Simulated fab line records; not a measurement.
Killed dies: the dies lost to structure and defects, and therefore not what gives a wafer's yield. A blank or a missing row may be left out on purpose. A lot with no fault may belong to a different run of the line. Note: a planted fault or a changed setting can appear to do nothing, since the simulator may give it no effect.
Chamber matching | flow nand-harc | NHARC_A_STAIRCASE_ETCHBACK_157 on rie-diel-03: 4 sister chambers
The step etches the open film in CH3F/O2, target depth 90 nm, time 167.14 s. 4 wafers are shown with their chamber, then 8 later ones without.

WAFERS WITH THEIR CHAMBER
wafer  | chamber | drypump-motor-current-A (A)
L084.3 | 2       | 5.2
L084.4 | 1       | 4.9
L087.5 | 3       | 6.1
L089.1 | 0       | 5.1

WAFERS WITHOUT THEIR CHAMBER
wafer  | drypump-motor-current-A (A)
L089.3 | 4.9
L089.4 | 6.1
L093.1 | 4.9
L093.2 | 6.0
L093.3 | 5.2
L095.3 | 5.2
L095.4 | 6.0
L095.6 | 4.9

WHICH CHAMBER EACH WENT THROUGH
wafer  | from the rows above | in truth
L089.3 | 1                   | 1
L089.4 | 3                   | 3
L093.1 | 1                   | 1
L093.2 | 3                   | 3
L093.3 | 2                   | 2
L095.3 | 2                   | 2
L095.4 | 3                   | 3
L095.6 | 1                   | 1
8 of 8 placed correctly. From these rows, 0 cannot be placed. Placed wrongly: 0.
How it was worked out, from the rows above alone: a wafer's distance from a chamber is the root of the sum, over the readings, of the square of ((its reading less the chamber's mean) divided by the reading's scatter). If the next closest chamber is less than 2 further off than the closest, the wafer can't be placed; otherwise it belongs to the closest. For every chamber, the mean is computed from those of its wafers that are shown. The scatter: root of mean squared gap, hidden wafer to nearest shown wafer, with one shown wafer a chamber.
